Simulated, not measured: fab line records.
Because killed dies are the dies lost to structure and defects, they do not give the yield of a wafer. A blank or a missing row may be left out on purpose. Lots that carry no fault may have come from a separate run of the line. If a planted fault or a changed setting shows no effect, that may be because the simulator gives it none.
fab line records	flow nandHarc
record lots=6	wafers=18	lastDay=24
route steps=1159 shown A_M0@1021 A_M1@1026
lots that met no fault: taken from a fault-free run of the same line
startH: hours from the record's first day to the start of the lot's first wafer shown	waitH: how many hours have passed since the lot's step before this one	" same as the row above	L1.1+2: several wafers, shown together as one row	- no value present, or no start provided	* or withheld: withheld	< > ~ a bound
route shown NAME@n: NAME is a module with steps in the file, n the number in the route of the first one	usual: average and standard deviation across the fault-free wafers	same: alike in all rows	chamber/n: place in a boat	sites: each site's reading	_std_site: the values' standard deviation	_edge_site: outer sites' mean less inner sites'	radiusMm: how far each site lies from the wafer's centre	mask NAME#n: copy n	behind: the most recent tool/chamber to have shaped the wafer	hold: cause of the lot's hold/its duration in hours/its outcome	device: which transistor (n, p or np) failed to switch	end of line: the same wafers' tests at the end of the route	for a step that has no rows: nothing shown but its recipe	killed: at the first sort, the dies lost to defects and structure; wafer yield is something else	map: per-die view of a wafer (x killed, . not killed, _ where there is no die)
set.NAME: the run value of the setting; set.NAME@STEP: its run value at that earlier step	model.NAME: the simulator's own value behind a step, which no gauge read
a table for each step, a row for each wafer; lots at some steps of the route
services: from which hour (startH, from the record's first day; less than 0 if before it) a tool's chamber was out of use, for how many hours, and why
## steps
# step NHARC_A_M0_SRD_25
# step NHARC_A_M0_INSPECT_27
# usual rawDefectCount=501/160
lot.wafer	tool	chamber	startH	waitH	rawDefectCount
L871.1	defectInspect-02	-	404.95	0.0	379
L871.2	"	-	"	"	396
L871.6	"	-	"	"	501
L881.2	defectInspect-01	-	474.58	0.0	365
L881.3	"	-	"	"	503
L881.4	"	-	"	"	546
L883.1	defectInspect-01	-	482.74	0.0	746
L883.4	"	-	"	"	709
L883.6	"	-	"	"	503
L888.2	defectInspect-02	-	517.57	0.0	461
L888.3	"	-	"	"	424
L888.5	"	-	"	"	368
L890.2	defectInspect-02	-	517.79	0.0	385
L890.4	"	-	"	"	514
L890.6	"	-	"	"	486
L892.4	defectInspect-02	-	518.10	0.0	357
L892.5	"	-	"	"	306
L892.6	"	-	"	"	597
# step NHARC_A_M0_PRE_CLEAN_31
# recipe timeS=12	tempC=370	rfPowerW=300	gas=NH3
# usual heaterPowerW=650/51	rfFwdPowerW=292.6/0.87
lot.wafer	tool	chamber	startH	waitH	heaterPowerW	rfFwdPowerW
L871.1	pecvd-03	1	405.03	0.1	709	290.7
L871.2	"	2	"	"	751	291.8
L871.6	"	2	"	"	773	291.7
L881.3	pecvd-01	0	474.65	0.1	653	291.8
L881.2	"	2	"	"	529	292.6
L881.4	"	0	"	"	670	293.7
L883.1	pecvd-01	1	482.82	0.1	607	292.1
L883.4	"	0	"	"	721	293.8
L883.6	"	1	"	"	611	293.8
L888.2	pecvd-01	0	517.82	0.2	695	291.9
L888.3	"	1	"	"	692	292.2
L888.5	"	0	"	"	705	292.4
L890.2	pecvd-03	0	518.04	0.2	710	293.3
L890.6	"	2	"	"	732	292.7
L890.4	"	1	"	"	687	292.7
L892.6	pecvd-01	2	518.20	0.1	554	293.7
L892.5	"	0	"	"	655	291.8
L892.4	"	1	"	"	638	292.0
# step NHARC_A_M0_DEP_32
# recipe targetThkA=300	tempC=370	targetThkNm=30	pressureTorr=3	flowSccm=200	rfW=450	material=SiCN
# usual heaterPowerW=607/49	rfFwdPowerW=448.9/1.3
lot.wafer	tool	chamber	startH	waitH	heaterPowerW	rfFwdPowerW
L871.1	pecvd-03	1	405.14	0.1	643	448.3
L871.2	"	2	"	"	729	452.3
L871.6	"	2	"	"	589	449.4
L881.3	pecvd-01	0	474.73	0.1	665	448.0
L881.2	"	2	"	"	593	447.8
L881.4	"	0	"	"	659	449.0
L883.1	pecvd-01	1	482.93	0.1	644	448.1
L883.4	"	0	"	"	681	447.6
L883.6	"	1	"	"	517	448.5
L888.2	pecvd-01	0	517.90	0.1	674	449.3
L888.3	"	1	"	"	624	447.2
L888.5	"	0	"	"	681	448.2
L890.2	pecvd-03	0	518.15	0.1	603	448.9
L890.6	"	2	"	"	593	451.1
L890.4	"	1	"	"	604	449.0
L892.6	pecvd-01	2	518.37	0.2	559	447.1
L892.5	"	0	"	"	583	449.1
L892.4	"	1	"	"	554	445.1
# step NHARC_A_M1_DEP_00
# recipe targetThkA=1825	targetThkNm=182.5	tempC=withheld	pressureTorr=5	flowSccm=200	rfW=600	material=SiOC
# step NHARC_A_M1_DEHYDRATE_01
# recipe tempC=150	timeS=120
# step NHARC_A_M1_HMDS_02
# recipe timeS=30
# step NHARC_A_M1_COAT_34
# recipe tempC=200	timeS=65
# step NHARC_A_M1_COAT_03
# recipe spinRpm=1500	resistThkNm=90
# step NHARC_A_M1_SOFTBAKE_04
# recipe tempC=105	timeS=55
# step NHARC_A_M1_EBR_05
# step NHARC_A_M1_EXPOSE_06
# recipe na=1.35	targetCdNm=120	doseMj=75.13	maskId=A_M1
# usual exposureDoseMJCm2=75.13/0.079
# same na=1.35
lot.wafer	tool	chamber	startH	waitH	mask	exposureDoseMJCm2
L871.1	arfiScanner-03	0	406.20	-	A_M1#0	75.16
L871.2	"	0	"	"	A_M1#0	75.10
L871.6	"	0	"	"	A_M1#0	75.04
L881.2	arfiScanner-02	0	475.83	-	A_M1#0	75.25
L881.3	"	0	"	"	A_M1#0	75.15
L881.4	"	0	"	"	A_M1#0	75.14
L883.1	arfiScanner-02	0	483.97	-	A_M1#0	84.51
L883.4	"	0	"	"	A_M1#0	84.43
L883.6	"	0	"	"	A_M1#0	84.45
L888.2	arfiScanner-02	0	519.09	-	A_M1#0	82.52
L888.3	"	0	"	"	A_M1#0	82.59
L888.5	"	0	"	"	A_M1#0	82.63
L890.2	arfiScanner-03	0	519.24	-	A_M1#0	75.13
L890.4	"	0	"	"	A_M1#0	75.08
L890.6	"	0	"	"	A_M1#0	75.05
L892.4	arfiScanner-01	0	519.40	-	A_M1#0	75.17
L892.5	"	0	"	"	A_M1#0	75.17
L892.6	"	0	"	"	A_M1#0	75.10
# step NHARC_A_M1_PEB_07
# recipe pebTempC=100	pebTimeS=65
# step NHARC_A_M1_DEVELOP_08
# recipe developTimeS=35	devTempC=23
# step NHARC_A_M1_CD_MEAS_09
# recipe targetCdNm=120	landingEnergyEv=500
# usual cdNm=120.3/0.41
lot.wafer	tool	chamber	startH	waitH	cdNm
L871.1	cdSem-03	0	406.34	-	120.4
L871.2	"	0	"	"	120.2
L871.6	"	0	"	"	119.9
L881.2	cdSem-02	0	475.97	-	121.2
L881.3	"	0	"	"	120.6
L881.4	"	0	"	"	120.7
L883.1	cdSem-01	0	484.11	-	127.5
L883.4	"	0	"	"	127.5
L883.6	"	0	"	"	127.3
L888.2	cdSem-01	0	519.22	-	126.2
L888.3	"	0	"	"	125.9
L888.5	"	0	"	"	125.7
L890.2	cdSem-01	0	519.38	-	120.2
L890.4	"	0	"	"	120.7
L890.6	"	0	"	"	120.7
L892.4	cdSem-02	0	519.53	-	120.2
L892.5	"	0	"	"	119.6
L892.6	"	0	"	"	120.5
# step NHARC_A_M1_OVL_MEAS_10
# recipe pitchNm=240
# usual overlayXNm=-0.2/0.71	overlayYNm=-0.1/1.1
lot.wafer	tool	chamber	startH	waitH	overlayXNm	overlayYNm
L871.1	overlay-01	-	406.43	-	-0.2	0.0
L871.2	"	-	"	"	-0.2	-0.4
L871.6	"	-	"	"	0.0	-0.2
L881.2	overlay-01	-	476.05	-	0.2	-0.2
L881.3	"	-	"	"	0.1	-0.6
L881.4	"	-	"	"	0.4	0.0
L883.1	overlay-01	-	484.20	-	-0.6	0.4
L883.4	"	-	"	"	-1.1	0.8
L883.6	"	-	"	"	-0.5	1.0
L888.2	overlay-02	-	519.31	-	0.1	-0.1
L888.3	"	-	"	"	0.4	0.0
L888.5	"	-	"	"	0.3	0.4
L890.2	overlay-01	-	519.46	-	-0.8	-2.4
L890.4	"	-	"	"	-0.8	-1.7
L890.6	"	-	"	"	-1.1	-2.4
L892.4	overlay-02	-	519.63	-	-0.5	0.1
L892.5	"	-	"	"	-0.4	0.5
L892.6	"	-	"	"	-1.1	0.2
# step NHARC_A_M1_INSPECT_11
# usual rawDefectCount=30/11
lot.wafer	tool	chamber	startH	waitH	rawDefectCount
L871.1	defectInspect-01	-	406.46	0.0	33
L871.2	"	-	"	"	35
L871.6	"	-	"	"	50
L881.2	defectInspect-01	-	476.09	0.0	33
L881.3	"	-	"	"	28
L881.4	"	-	"	"	30
L883.1	defectInspect-02	-	484.24	0.0	29
L883.4	"	-	"	"	23
L883.6	"	-	"	"	31
L888.2	defectInspect-01	-	519.35	0.0	24
L888.3	"	-	"	"	23
L888.5	"	-	"	"	20
L890.2	defectInspect-02	-	519.50	0.0	18
L890.4	"	-	"	"	14
L890.6	"	-	"	"	21
L892.4	defectInspect-01	-	519.67	0.0	43
L892.5	"	-	"	"	44
L892.6	"	-	"	"	50
# step NHARC_A_M1_DESCUM_14
# recipe timeS=3	o2FlowSccm=200	arFlowSccm=0	biasPowerW=0	chemistry=O2
# usual drypumpMotorCurrentA=5.8/0.53	oesProductAu=1.002/0.008	rfVppV=58.0/0.91	showerheadPlenumPTorr=1.96/0.073	throttleValvePct=11.311/0.0095
lot.wafer	tool	chamber	startH	waitH	drypumpMotorCurrentA	oesProductAu	rfHoursCounterH	rfVppV	showerheadPlenumPTorr	throttleValvePct	model.A_M1.cdNm
L871.1	rieDiel-09	2	406.53	0.1	5.4	1.001	13	57.1	1.84	11.304	120.7
L871.2	"	0	"	"	5.1	1.008	11	57.1	2.03	11.324	120.1
L871.6	"	2	"	"	5.4	0.996	-	58.3	1.84	11.291	120.6
L881.4	rieDiel-08	3	476.16	0.1	5.9	0.992	4	56.8	1.95	11.311	120.6
L881.2	"	0	"	"	6.4	1.004	3	58.0	2.05	11.308	121.1
L881.3	"	2	"	"	6.2	0.993	4	58.7	2.07	11.316	120.9
L883.1	rieDiel-05	0	484.30	0.1	6.1	0.996	9	58.6	1.93	11.328	127.3
L883.4	"	1	"	"	6.2	1.007	9	58.3	1.92	11.327	127.7
L883.6	"	0	"	"	6.1	0.996	-	58.3	1.93	11.312	127.2
L888.2	rieDiel-08	2	519.42	0.1	6.3	0.996	1	58.3	2.06	11.314	126.4
L888.3	"	0	"	"	6.4	1.010	1	58.2	2.05	11.305	126.2
L888.5	"	2	"	"	6.3	1.000	-	59.1	2.07	11.298	126
L890.4	rieDiel-09	2	519.58	0.1	5.4	0.987	5	57.9	1.84	11.303	120.9
L890.2	"	3	"	"	4.7	1.022	6	58.8	1.94	11.312	120.2
L890.6	"	1	"	"	5.8	1.008	-	57.8	1.85	11.325	120.9
L892.4	rieDiel-09	1	519.75	0.1	5.7	1.008	6	57.2	1.85	11.303	120.2
L892.6	"	2	"	"	5.4	0.987	-	57.1	1.84	11.329	120.8
L892.5	"	3	"	"	4.7	1.009	-	58.6	1.94	11.299	119.6
# step NHARC_A_M1_ETCH_35
# recipe targetDepthA=400	overetchA=120	timeS=43.94	ionEnergyEv=200	n2FlowSccm=150	h2FlowSccm=150	arFlowSccm=0	rfW=400	biasW=150	chemistry=N2/H2
# usual drypumpMotorCurrentA=5.8/0.55	oesProductAu=1.000/0.0076	rfFwdPowerW=395.2/1.9	rfVppV=432.0/2.3	showerheadPlenumPTorr=2.10/0.08	throttleValvePct=14.171/0.0092
lot.wafer	tool	chamber	startH	waitH	drypumpMotorCurrentA	oesProductAu	rfFwdPowerW	rfHoursCounterH	rfVppV	showerheadPlenumPTorr	throttleValvePct
L871.1	rieDiel-09	3	406.61	0.1	4.7	1.008	393.0	13	431.5	2.07	14.175
L871.2	"	1	"	"	5.7	0.994	396.0	12	427.2	1.97	14.174
L871.6	"	0	"	"	5.1	1.010	394.7	-	432.6	2.17	14.172
L881.2	rieDiel-08	0	476.24	0.1	6.4	1.006	396.5	3	434.4	2.19	14.183
L881.3	"	1	"	"	6.5	0.997	394.6	4	432.7	2.14	14.169
L881.4	"	2	"	"	6.3	0.995	391.7	4	433.8	2.21	14.179
L883.1	rieDiel-05	2	484.39	0.1	5.6	0.990	397.5	8	433.7	2.14	14.159
L883.4	"	0	"	"	6.0	1.000	396.7	9	430.4	2.06	14.171
L883.6	"	1	"	"	6.2	0.993	399.2	-	430.5	2.05	14.171
L888.3	rieDiel-08	2	519.52	0.1	6.3	1.000	390.3	1	433.8	2.21	14.171
L888.2	"	0	"	"	6.4	1.009	396.5	1	434.1	2.19	14.170
L888.5	"	0	"	"	6.4	1.010	396.6	-	434.6	2.19	14.175
L890.4	rieDiel-09	1	519.64	0.1	5.8	0.999	393.5	6	430.3	1.97	14.154
L890.2	"	2	"	"	5.4	0.988	393.5	5	427.9	1.95	14.184
L890.6	"	2	"	"	5.4	0.982	396.5	-	427.7	1.95	14.158
L892.4	rieDiel-09	2	519.83	0.1	5.4	0.975	397.5	6	427.5	1.95	14.179
L892.5	"	1	"	"	5.7	1.006	397.1	-	428.8	1.97	14.162
L892.6	"	2	"	"	5.4	0.982	393.1	-	427.8	1.95	14.160
# step NHARC_A_M1_ETCH_15
# recipe targetDepthA=1825	timeS=91.2	c4f8FlowSccm=withheld	arFlowSccm=400	rfW=600	biasW=300	chemistry=C4F8/Ar
# usual oesProductAu=0.955/0.023	rfFwdPowerW=595.7/2.3	rfVppV=442.6/2.3
lot.wafer	tool	chamber	startH	waitH	oesProductAu	rfFwdPowerW	rfHoursCounterH	rfVppV
L871.2	rieDiel-09	3	-	-	0.930	592.2	13	442.4
L871.1	"	0	"	"	0.926	595.3	11	445.5
L871.6	"	2	"	"	0.923	592.1	-	438.7
L881.2	rieDiel-08	2	-	-	0.970	591.5	4	446.0
L881.3	"	0	"	"	0.968	597.4	3	444.5
L881.4	"	1	"	"	0.988	594.1	4	442.1
L883.4	rieDiel-05	1	-	-	0.954	598.7	9	441.9
L883.1	"	3	"	"	0.979	597.9	6	441.6
L883.6	"	2	"	"	0.972	598.5	-	445.3
L888.2	rieDiel-08	2	-	-	0.968	592.7	1	445.6
L888.3	"	0	"	"	0.968	595.7	1	446.2
L888.5	"	2	"	"	0.969	595.4	-	444.3
L890.2	rieDiel-09	0	-	-	0.965	593.1	6	445.4
L890.4	"	2	"	"	0.957	596.5	6	436.6
L890.6	"	0	"	"	0.961	592.3	-	445.3
L892.4	rieDiel-09	0	-	-	0.957	593.1	6	443.8
L892.5	"	3	"	"	0.957	597.7	-	441.8
L892.6	"	0	"	"	0.961	593.3	-	445.5
# step NHARC_A_M1_CD_MEAS_16
# usual cdNm=120.3/0.53
lot.wafer	tool	chamber	startH	waitH	cdNm
L871.1	cdSem-01	-	406.83	-	120.6
L871.2	"	-	"	"	120.5
L871.6	"	-	"	"	120.8
L881.2	cdSem-03	-	476.47	-	121.0
L881.3	"	-	"	"	121.1
L881.4	"	-	"	"	120.5
L883.1	cdSem-01	-	484.61	-	127.3
L883.4	"	-	"	"	127.6
L883.6	"	-	"	"	127.4
L888.2	cdSem-02	-	519.76	-	126.3
L888.3	"	-	"	"	126.5
L888.5	"	-	"	"	125.4
L890.2	cdSem-01	-	519.91	-	120.2
L890.4	"	-	"	"	120.7
L890.6	"	-	"	"	120.7
L892.4	cdSem-02	-	520.05	-	120.0
L892.5	"	-	"	"	119.9
L892.6	"	-	"	"	120.9
# step NHARC_A_M1_STRIP_18
# recipe powerW=1000	n2FlowSccm=150	h2FlowSccm=150	arFlowSccm=0	biasW=0	chemistry=N2/H2
# usual drypumpMotorCurrentA=5.7/0.52	oesProductAu=1.001/0.0079	rfFwdPowerW=997.9/3	rfVppV=90.9/1	showerheadPlenumPTorr=2.09/0.078	throttleValvePct=14.171/0.01
lot.wafer	tool	chamber	startH	waitH	drypumpMotorCurrentA	oesProductAu	rfFwdPowerW	rfHoursCounterH	rfVppV	showerheadPlenumPTorr	throttleValvePct
L871.2	rieDiel-08	1	406.90	0.1	6.5	1.014	997.8	2.4	92.8	2.14	14.165
L871.1	"	0	"	"	6.4	1.003	999.0	1.9	91.5	2.19	14.174
L871.6	"	2	"	"	6.3	0.999	992.5	-	92.6	2.21	14.164
L881.3	rieDiel-08	0	476.56	0.1	6.4	0.999	995.1	3.1	91.3	2.19	14.180
L881.4	"	1	"	"	6.5	1.013	1001.1	4.1	90.3	2.14	14.166
L881.2	"	2	"	"	6.3	1.001	1003.6	4.1	91.0	2.21	14.172
L883.1	rieDiel-09	2	484.68	0.1	5.4	0.992	995.9	3.1	90.2	1.96	14.181
L883.6	"	2	"	"	5.4	0.992	996.3	-	89.6	1.96	14.177
L883.4	"	0	"	"	5.1	1.009	996.8	-	90.2	2.17	14.151
L888.3	rieDiel-08	2	519.83	0.1	6.3	0.994	996.3	0.8	90.2	2.21	14.152
L888.2	"	1	"	"	6.5	1.001	992.7	0.8	90.5	2.14	14.170
L888.5	"	0	"	"	6.4	1.009	1003.3	-	91.0	2.19	14.184
L890.2	rieDiel-09	2	519.98	0.1	5.4	0.988	994.3	5.6	90.8	1.95	14.182
L890.4	"	0	"	"	5.1	0.996	995.3	5.7	91.7	2.17	14.183
L890.6	"	2	"	"	5.4	0.990	998.1	-	91.5	1.95	14.170
L892.4	rieDiel-08	2	520.22	0.2	6.3	0.990	993.5	-	92.4	2.21	14.155
L892.6	"	0	"	"	6.4	0.997	995.4	-	91.4	2.19	14.169
L892.5	"	1	"	"	6.5	0.990	999.8	-	91.0	2.14	14.170
# step NHARC_A_M1_ETCH_28
# recipe targetDepthA=300	overEtchFrac=0.3	timeS=72.99	ionEnergyEv=150	cf4FlowSccm=50	n2FlowSccm=100	arFlowSccm=150	rfW=300	biasW=100	chemistry=CF4/N2
# usual drypumpMotorCurrentA=5.8/0.5	oesProductAu=1.003/0.0088	rfFwdPowerW=297.7/1.2	rfVppV=315.1/1.9	showerheadPlenumPTorr=2.68/0.095	throttleValvePct=19.794/0.0094
# same overEtchFrac=0.3
lot.wafer	tool	chamber	startH	waitH	drypumpMotorCurrentA	oesProductAu	rfFwdPowerW	rfHoursCounterH	rfVppV	showerheadPlenumPTorr	throttleValvePct	model.A_M1.cdNm
L871.1	rieDiel-08	1	-	-	6.5	1.007	296.3	2.5	317.1	2.74	19.783	120.7
L871.2	"	3	"	"	5.9	1.002	298.1	2.3	314.9	2.67	19.767	120.3
L871.6	"	1	"	"	6.5	1.013	295.3	-	316.3	2.74	19.783	120.6
L881.3	rieDiel-08	2	-	-	6.2	0.999	294.8	4.1	316.2	2.82	19.794	121.3
L881.4	"	0	"	"	6.4	1.000	297.8	3.2	317.7	2.80	19.778	120.7
L881.2	"	1	"	"	6.5	1.013	297.6	4.2	315.7	2.74	19.800	121.1
L883.1	rieDiel-09	2	-	-	5.4	0.984	298.0	3.1	312.7	2.53	19.792	127.4
L883.4	"	0	"	"	5.1	1.001	296.1	-	316.7	2.78	19.791	127.7
L883.6	"	1	"	"	5.7	1.001	296.5	-	310.8	2.54	19.800	127.7
L890.4	rieDiel-09	2	-	-	5.4	0.990	297.3	5.6	310.6	2.52	19.788	120.5
L890.2	"	3	"	"	4.7	1.005	296.9	5.7	315.4	2.66	19.805	120.3
L890.6	"	2	"	"	5.4	0.984	297.4	-	310.6	2.52	19.788	120.7
L888.2	rieDiel-08	0	-	-	6.4	0.989	296.9	0.9	318.1	2.80	19.808	126.1
L888.3	"	2	"	"	6.3	0.997	295.6	0.9	318.0	2.82	19.793	125.6
L888.5	"	1	"	"	6.5	0.993	297.1	-	315.4	2.74	19.781	125.2
L892.4	rieDiel-08	2	-	-	6.3	1.008	296.7	-	317.5	2.82	19.779	120.2
L892.6	"	0	"	"	6.4	1.002	299.3	-	317.8	2.80	19.786	121.2
L892.5	"	1	"	"	6.5	0.989	296.0	-	316.4	2.74	19.789	120
# step NHARC_A_M1_STRIP_19
# recipe timeS=600	tempC=30	chemistry=postEtchResidueRemover
## services
tool	chamber	startH	hours	kind
rieDiel-08	0	384.30	-	clean
rieDiel-08	1	384.30	-	clean
rieDiel-08	2	384.30	-	clean
rieDiel-05	3	386.80	19.4	repair
rieDiel-08	0	396.60	7.9	repair
arfiScanner-03	-	409.29	0.2	repair
pecvd-03	-	416.29	0.8	repair
pecvd-01	-	418.19	13.0	pm
rieDiel-09	3	425.47	5.0	repair
arfiScanner-02	-	427.85	8.7	repair
arfiScanner-03	-	430.83	9.6	repair
rieDiel-09	-	431.22	9.0	pm
rieDiel-08	-	433.93	0.1	repair
rieDiel-09	2	441.12	9.9	repair
rieDiel-08	0	449.12	10.8	repair
arfiScanner-02	-	458.98	0.3	repair
pecvd-03	-	473.28	13.0	pm
rieDiel-08	-	478.80	9.0	pm
arfiScanner-03	-	484.00	4.0	pm
rieDiel-09	3	484.34	11.3	repair
arfiScanner-02	-	494.96	0.7	repair
rieDiel-08	1	503.80	3.2	repair
rieDiel-08	3	512.79	7.8	repair
rieDiel-05	-	517.66	9.0	pm
## key
firstSign step=NHARC_A_M1_EXPOSE_06	reading=exposureDoseMJCm2	direction=up	sigmas=99+	usual=75.13	struck=83.52
effect step=NHARC_A_M1_CD_MEAS_09	reading=cdNm	direction=up	sigmas=15	usual=120.3	struck=126.7	through=controlLoop
effect step=NHARC_A_M1_CD_MEAS_16	reading=cdNm	direction=up	sigmas=12	usual=120.3	struck=126.7	through=controlLoop
modelEffect step=NHARC_A_M1_DESCUM_14	value=A_M1.cdNm	without=120.5	struck=126.8
modelEffect step=NHARC_A_M1_ETCH_28	value=A_M1.cdNm	without=120.3	struck=126.6
metAt NHARC_A_M1_EXPOSE_06
struckWafers L883.1,L883.4,L883.6,L888.2,L888.3,L888.5
loopTrim step=NHARC_A_M1_EXPOSE_06	setting=dose	lots=L888
onsetBetween 475.83 483.97
fault kind=processParameterDrift	tool=arfiScanner-02	chamber=-	onsetH=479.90	steps=NHARC_A_M1_EXPOSE_06	channel=doseMj	offset=9.3479	shape=step	actsIn=theseRecipesOnly	stated=75.13
# loopTrim: a control loop set the setting to another value than it would have without faults
